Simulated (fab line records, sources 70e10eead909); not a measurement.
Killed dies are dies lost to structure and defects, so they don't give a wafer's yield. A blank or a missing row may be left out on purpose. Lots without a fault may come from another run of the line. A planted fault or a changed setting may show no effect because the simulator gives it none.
Chamber matching | flow nand_harc | NHARC_A_DECK1_JOINT_DEP_16 on pecvd-02: 3 sister chambers
The step deposits SiO2, target thk 45 nm. 24 wafers are shown with their chamber, then 12 later ones without.

WAFERS WITH THEIR CHAMBER
wafer  | chamber | throttle_valve_pct (%) | heater_power_w (W)
L075.1 | 0       | 16.3                   | 762
L075.4 | 2       | 16.3                   | 659
L075.5 | 0       | 16.1                   | 721
L075.2 | 2       | 16.3                   | 650
L075.3 | 1       | 15.7                   | 584
L075.6 | 1       | 15.6                   | 573
L077.3 | 1       | 15.9                   | 513
L077.4 | 1       | 15.8                   | 492
L077.6 | 2       | 16.6                   | 563
L076.1 | 2       | 16.5                   | 594
L076.3 | 0       | 16.3                   | 682
L076.4 | 1       | 15.8                   | 566
L078.1 | 1       | 15.9                   | 571
L078.4 | 2       | 16.8                   | 641
L078.6 | 0       | 16.2                   | 713
L085.2 | 2       | 16.4                   | 512
L085.3 | 1       | 16.0                   | 543
L085.6 | 1       | 15.9                   | 539
L085.1 | 0       | 16.1                   | 792
L085.4 | 0       | 16.4                   | 813
L085.5 | 2       | 16.4                   | 510
L090.1 | 0       | 16.4                   | 726
L090.5 | 2       | 16.7                   | 623
L090.6 | 0       | 16.1                   | 727

SIGNATURES (means of the wafers above)
reading            | chamber 0 | chamber 1 | chamber 2 | scatter within a chamber
throttle_valve_pct | 16.238    | 15.825    | 16.500    | 0.15
heater_power_w     | 742.00    | 547.62    | 594.00    | 46.6
Rule: a wafer's distance from a chamber is the root of the sum, over the readings, of the square of ((its reading less the chamber's mean) divided by the reading's scatter). The wafer belongs to the nearest chamber; if the next one is less than 2 further off, it can't be placed. The scatter: the root of (the sum of the squares of (reading less its chamber's mean) over the shown wafers, divided by (wafers less chambers)).

WAFERS WITHOUT THEIR CHAMBER
wafer  | throttle_valve_pct (%) | heater_power_w (W)
L090.2 | 15.5                   | 521
L090.3 | 16.7                   | 620
L090.4 | 15.7                   | 538
L093.1 | 15.6                   | 547
L093.2 | 16.5                   | 618
L093.4 | 16.5                   | 618
L093.3 | 16.7                   | 781
L093.5 | 15.8                   | 564
L093.6 | 16.3                   | 778
L096.1 | 16.5                   | 673
L096.2 | 15.5                   | 513
L096.3 | 16.5                   | 730

WHICH CHAMBER EACH WENT THROUGH
wafer  | from the rows above     | in truth
L090.2 | 1                       | 1
L090.3 | 2                       | 2
L090.4 | 1                       | 1
L093.1 | 1                       | 1
L093.2 | 2                       | 2
L093.4 | 2                       | 2
L093.3 | can't be placed: 0 or 2 | 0
L093.5 | 1                       | 1
L093.6 | 0                       | 0
L096.1 | can't be placed: 2 or 0 | 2
L096.2 | 1                       | 1
L096.3 | can't be placed: 0 or 2 | 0
Placed correctly: 9 of 12. Can't be placed from these rows: 3 (the true chamber is among the candidates in 3). Placed wrongly: 0.
